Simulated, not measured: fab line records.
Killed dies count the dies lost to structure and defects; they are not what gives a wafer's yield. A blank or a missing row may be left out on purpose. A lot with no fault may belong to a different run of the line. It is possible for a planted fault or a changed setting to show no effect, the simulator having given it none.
Matching of chambers || flow n5 finfet || N5_SPACER0_ALD_08 on ald sin-03 has 4 sister chambers
The step deposits SiNx, target thk 2 nm. 4 wafers are shown with their chamber, then 12 later ones without.

== WAFERS PAIRED WITH THEIR CHAMBERS ==
{"wafer": "L077.6", "chamber": 0, "heater power w (W)": 935}
{"wafer": "L088.2", "chamber": 1, "heater power w (W)": 746}
{"wafer": "L090.4", "chamber": 3, "heater power w (W)": 695}
{"wafer": "L090.6", "chamber": 2, "heater power w (W)": 1029}

== WAFERS WITH NO CHAMBER GIVEN ==
{"wafer": "L091.1", "heater power w (W)": 981}
{"wafer": "L091.5", "heater power w (W)": 752}
{"wafer": "L091.6", "heater power w (W)": 972}
{"wafer": "L092.1", "heater power w (W)": 939}
{"wafer": "L092.3", "heater power w (W)": 740}
{"wafer": "L092.4", "heater power w (W)": 1007}
{"wafer": "L093.1", "heater power w (W)": 685}
{"wafer": "L093.4", "heater power w (W)": 1030}
{"wafer": "L093.6", "heater power w (W)": 940}
{"wafer": "L095.3", "heater power w (W)": 1009}
{"wafer": "L095.5", "heater power w (W)": 736}
{"wafer": "L095.6", "heater power w (W)": 1032}

== WHICH CHAMBER EACH ONE RAN IN ==
{"wafer": "L091.1", "from the rows above": "can't be placed: 0 or 2", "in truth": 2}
{"wafer": "L091.5", "from the rows above": 1, "in truth": 1}
{"wafer": "L091.6", "from the rows above": "can't be placed: 0 or 2", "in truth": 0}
{"wafer": "L092.1", "from the rows above": 0, "in truth": 0}
{"wafer": "L092.3", "from the rows above": "can't be placed: 1 or 3", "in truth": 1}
{"wafer": "L092.4", "from the rows above": 2, "in truth": 2}
{"wafer": "L093.1", "from the rows above": 3, "in truth": 3}
{"wafer": "L093.4", "from the rows above": 2, "in truth": 2}
{"wafer": "L093.6", "from the rows above": 0, "in truth": 0}
{"wafer": "L095.3", "from the rows above": 2, "in truth": 2}
{"wafer": "L095.5", "from the rows above": "can't be placed: 1 or 3", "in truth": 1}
{"wafer": "L095.6", "from the rows above": 2, "in truth": 2}
Correct placement for 8 of the 12. Can't be placed from these rows: 4 (the true chamber is among the candidates in 4). 0 placed wrongly.
How it was worked out, from the rows above alone: a wafer's distance from a chamber is the root of the sum, over the readings, of the square of ((its reading less the chamber's mean) divided by the reading's scatter). If the next closest chamber is less than 2 further off than the closest, the wafer can't be placed; otherwise it belongs to the closest. The mean given for a chamber averages the wafers shown for that chamber. The scatter: root of mean squared gap, hidden wafer to nearest shown wafer, with one shown wafer a chamber.
